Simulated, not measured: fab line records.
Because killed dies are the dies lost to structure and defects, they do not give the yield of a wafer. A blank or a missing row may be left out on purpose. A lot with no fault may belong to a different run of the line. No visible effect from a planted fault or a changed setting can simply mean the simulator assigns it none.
3 desks, one fault :: flow nand harc :: every desk sees just its own numbers, and what lay behind them comes last

== THE DEFECT DESK ==
What the inspections along the route counted, lot by lot: means of the sampled wafers that have a number. Marked OUT: a lot whose mean sits more than 4 standard deviations from the usual mean, which makes it out of limits; the brackets give that distance.
Columns: A = raw defect count at NHARC_P_CONTACT_INSPECT_14, usual 3.7
lot: L308
first seen here: day 5 15:10
A: 3.0

lot: L311
first seen here: day 6 07:03
A: 3.3

lot: L310
first seen here: day 6 07:19
A: 5.0

lot: L309
first seen here: day 6 12:45
A: 8.7

lot: L314
first seen here: day 6 22:31
A: 4.3

lot: L316
first seen here: day 7 08:25
A: 2.0

lot: L315
first seen here: day 7 09:03
A: 3.0

lot: L317
first seen here: day 7 19:17
A: 4.0

lot: L320
first seen here: day 8 22:48
A: 1.7

lot: L321
first seen here: day 9 00:10
A: 4.0

lot: L319
first seen here: day 9 01:57
A: 3.0

lot: L323
first seen here: day 9 06:43
A: 2.7

lot: L326
first seen here: day 9 19:41
A: 3.0

lot: L325
first seen here: day 9 20:13
A: 3.7
This desk found nothing out of limits on any of the 14 lots.

== FROM THE METROLOGY DESK ==
What the gauges read for every lot (on any tool): the sampled wafers with a number, averaged. Marked OUT: a lot whose mean sits more than 4 standard deviations from the usual mean, which makes it out of limits; the brackets give that distance.
Columns: A = cd nm at NHARC_P_CONTACT_CD_MEAS_19, usual 89.8 nm; B = cd nm at NHARC_P_M0_CD_MEAS_09, usual 89.8 nm
lot: L308
first seen here: day 5 16:06
A: 89.0
B: 89.8

lot: L311
first seen here: day 6 08:01
A: 90.4
B: 90.1

lot: L310
first seen here: day 6 08:30
A: 90.1
B: 89.4

lot: L309
first seen here: day 6 13:42
A: 88.0
B: 89.9

lot: L314
first seen here: day 6 23:28
A: 91.5
B: 90.4

lot: L316
first seen here: day 7 09:50
A: 90.1
B: 89.0

lot: L315
first seen here: day 7 10:16
A: 90.2
B: 89.1

lot: L317
first seen here: day 7 20:25
A: 89.2
B: 89.7

lot: L320
first seen here: day 8 23:44
A: 89.7
B: 89.4

lot: L321
first seen here: day 9 01:06
A: 89.5
B: 90.8

lot: L319
first seen here: day 9 02:53
A: 88.8
B: 89.7

lot: L323
first seen here: day 9 07:47
A: 89.7
B: 89.9

lot: L326
first seen here: day 9 20:37
A: 89.1
B: 75.6 (-25) OUT

lot: L325
first seen here: day 9 21:18
A: 89.3
B: 76.0 (-25) OUT
Finding of this desk: L325, L326 out of limits; the first was L326 at day 10 02:29, on cd nm at NHARC_P_M0_CD_MEAS_09. In limits: L308, L311, L310, L309, L314, L316, L315, L317, L320, L321, L319, L323.

== AT THE TOOL OWNER'S DESK: litho track-01 ==
The tool's own readings at NHARC_P_M0_PEB_07 (peb time 65 s): means of the sampled wafers that have a number, for each lot that ran on this tool. Marked OUT: a lot whose mean sits more than 4 standard deviations from the usual mean, which makes it out of limits; the brackets give that distance.
Columns: A = heater power total W at NHARC_P_M0_PEB_07, usual 156.6 W; B = plate temp C at NHARC_P_M0_PEB_07, usual 100.01 C
lot: L311
first seen here: day 6 12:10
A: 156.7
B: 99.94

lot: L310
first seen here: day 6 16:42
A: 156.5
B: 100.14

lot: L314
first seen here: day 7 02:32
A: 156.5
B: 99.91

lot: L320
first seen here: day 9 05:10
A: 156.4
B: 100.06

lot: L323
first seen here: day 9 12:25
A: 156.5
B: 99.95

lot: L326
first seen here: day 10 02:24
A: 148.8 (-20) OUT
B: 96.55 (-27) OUT

lot: L325
first seen here: day 10 03:04
A: 149.0 (-19) OUT
B: 96.44 (-27) OUT
Finding of this desk: L325, L326 out of limits; the first was L326 at day 10 02:24, on heater power total W at NHARC_P_M0_PEB_07. In limits: L311, L310, L314, L320, L323.

== TAKEN TOGETHER ==
The tool owner's desk could have raised an alarm at day 10 02:24, on L325, L326.
At day 10 02:29 the metrology desk could have sounded an alarm, on L325, L326.
Nothing the defect desk looked at was out of limits.
The defect desk has L325, L326 on record, within its limits.
Every lot named ran NHARC_P_M0_PEB_07 on litho track-01.

== WHAT THE SIMULATOR PUT IN ==
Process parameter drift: litho track-01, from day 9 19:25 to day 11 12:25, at NHARC_P_M0_PEB_07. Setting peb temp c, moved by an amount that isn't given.
Struck lots among those shown: L325, L326.
Fault start to first reading out of limits, in hours, per desk: tool owner, 7; metrology, 7.
